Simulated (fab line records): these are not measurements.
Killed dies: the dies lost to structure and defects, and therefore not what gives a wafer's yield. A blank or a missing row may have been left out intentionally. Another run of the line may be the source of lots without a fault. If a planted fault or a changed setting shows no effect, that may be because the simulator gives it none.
Matching of chambers || flow n5-finfet || N5_HKMG_FIN_STRIP_57 on rie-diel-03: 4 sister chambers
The step strips in CF4. 4 wafers are shown with their chamber, then 12 later ones without.

EACH WAFER AND ITS CHAMBER
{"wafer": "L091.6", "chamber": 2, "drypump-motor-current-A (A)": 5.5}
{"wafer": "L093.1", "chamber": 1, "drypump-motor-current-A (A)": 6.3}
{"wafer": "L093.2", "chamber": 0, "drypump-motor-current-A (A)": 5.1}
{"wafer": "L093.3", "chamber": 3, "drypump-motor-current-A (A)": 5.9}

WAFERS WHOSE CHAMBER IS MISSING
{"wafer": "L093.4", "drypump-motor-current-A (A)": 5.4}
{"wafer": "L093.5", "drypump-motor-current-A (A)": 5.9}
{"wafer": "L093.6", "drypump-motor-current-A (A)": 5.4}
{"wafer": "L095.2", "drypump-motor-current-A (A)": 5.9}
{"wafer": "L095.3", "drypump-motor-current-A (A)": 6.3}
{"wafer": "L095.6", "drypump-motor-current-A (A)": 5.1}
{"wafer": "L097.1", "drypump-motor-current-A (A)": 6.3}
{"wafer": "L097.2", "drypump-motor-current-A (A)": 5.5}
{"wafer": "L097.3", "drypump-motor-current-A (A)": 5.9}
{"wafer": "L097.4", "drypump-motor-current-A (A)": 5.1}
{"wafer": "L097.5", "drypump-motor-current-A (A)": 5.1}
{"wafer": "L097.6", "drypump-motor-current-A (A)": 6.3}

CHAMBER TAKEN BY EACH
{"wafer": "L093.4", "from the rows above": 2, "in truth": 2}
{"wafer": "L093.5", "from the rows above": 3, "in truth": 3}
{"wafer": "L093.6", "from the rows above": 2, "in truth": 2}
{"wafer": "L095.2", "from the rows above": 3, "in truth": 3}
{"wafer": "L095.3", "from the rows above": 1, "in truth": 1}
{"wafer": "L095.6", "from the rows above": 0, "in truth": 0}
{"wafer": "L097.1", "from the rows above": 1, "in truth": 1}
{"wafer": "L097.2", "from the rows above": 2, "in truth": 2}
{"wafer": "L097.3", "from the rows above": 3, "in truth": 3}
{"wafer": "L097.4", "from the rows above": 0, "in truth": 0}
{"wafer": "L097.5", "from the rows above": 0, "in truth": 0}
{"wafer": "L097.6", "from the rows above": 1, "in truth": 1}
Correct placement for 12 of the 12. Left unplaced by these rows: 0. Number placed wrongly: 0.
How it was worked out, from the rows above alone: a wafer's distance from a chamber is the root of the sum, over the readings, of the square of ((its reading less the chamber's mean) divided by the reading's scatter). The wafer belongs to the nearest chamber; if the next one is less than 2 further off, it can't be placed. For every chamber, the mean is computed from those of its wafers that are shown. The scatter (one wafer shown for each chamber): square how far every hidden wafer sits from the nearest shown wafer, average those squares and take the square root.
